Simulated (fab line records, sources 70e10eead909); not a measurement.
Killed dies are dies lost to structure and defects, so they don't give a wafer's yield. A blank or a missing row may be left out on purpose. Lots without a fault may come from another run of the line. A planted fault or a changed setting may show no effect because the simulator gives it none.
Which tool did it? | flow nand_harc | 6 lots, 18 wafers sampled, at 5 steps of a route of 1159

WHAT THE GAUGES READ, wafer by wafer
NHARC_END_SORT_01.
lot  | measured     | on        | sort_bin_2_pct (%)
L996 | day 19 09:19 | prober-01 | 1.0 1.3 1.2
L109 | day 22 13:37 | prober-02 | 1.2 0.9 1.6
L111 | day 23 22:34 | prober-02 | 2.2 1.8 1.6

WHICH TOOL RAN EACH LOT (tool, then ch and the chambers of the sampled wafers, then the start)
lot  | NHARC_A_M0_DEP_00               | NHARC_A_BONDPAD_PVD_27                  | NHARC_THIN_TSV_PRE_CLEAN_50             | NHARC_THIN_TSV_ANNEAL_52
L996 | pecvd-01 ch 0,2, day 17 17:25   | pvd_sputter-03, day 18 21:01 or earlier | pvd_sputter-03, day 18 21:01 or earlier | rtp_anneal-02 ch 0, day 18 21:01
L100 | pecvd-01 ch 1,2, day 18 07:38   | pvd_sputter-03, day 19 13:40 or earlier | pvd_sputter-02, day 19 13:40 or earlier | rtp_anneal-01 ch 0, day 19 13:40
L109 | pecvd-02 ch 0,2, day 20 11:04   | pvd_sputter-03, day 21 17:58 or earlier | pvd_sputter-03, day 21 17:58 or earlier | rtp_anneal-02 ch 0, day 21 17:58
L111 | pecvd-02 ch 0,1, day 21 04:17   | pvd_sputter-03, day 22 10:18 or earlier | pvd_sputter-02, day 22 10:18 or earlier | rtp_anneal-02 ch 0, day 22 10:18
L108 | pecvd-04 ch 0,1,2, day 21 10:54 | pvd_sputter-03, day 22 22:08 or earlier | pvd_sputter-03, day 22 22:08 or earlier | rtp_anneal-02 ch 0, day 22 22:08
L117 | pecvd-01 ch 0,1,2, day 23 02:35 | pvd_sputter-01, day 24 07:31 or earlier | pvd_sputter-01, day 24 07:31 or earlier | rtp_anneal-02 ch 0, day 24 07:31
- NHARC_A_M0_DEP_00: deposits SiOC, target thk 150 nm.
- NHARC_A_BONDPAD_PVD_27: deposits Cu, target thk 30 nm, time 20.49 s.
- NHARC_THIN_TSV_PRE_CLEAN_50: time 30 s.
- NHARC_THIN_TSV_ANNEAL_52: time 90 s.

THE ANSWER, worked out from the rows above alone
Rule: what is usual is taken from the lots themselves. Put in order of their means at a reading, lots are off if they are a third of the lots or fewer, leave a main group of 4 or more, and stand apart from it by a gap of 3 or more times the standard deviation of the main group's means; of several such gaps the widest counts. A main group whose means are all the same, to the digits that the tables above print for the reading, isn't used. A lot without any number at a reading at which 4 lots or more have one is off too. The other lots that the step has rows for count as sound.
No lot is off at any reading shown: from this, nothing can be told.

WHAT THE SIMULATOR HAD PUT IN
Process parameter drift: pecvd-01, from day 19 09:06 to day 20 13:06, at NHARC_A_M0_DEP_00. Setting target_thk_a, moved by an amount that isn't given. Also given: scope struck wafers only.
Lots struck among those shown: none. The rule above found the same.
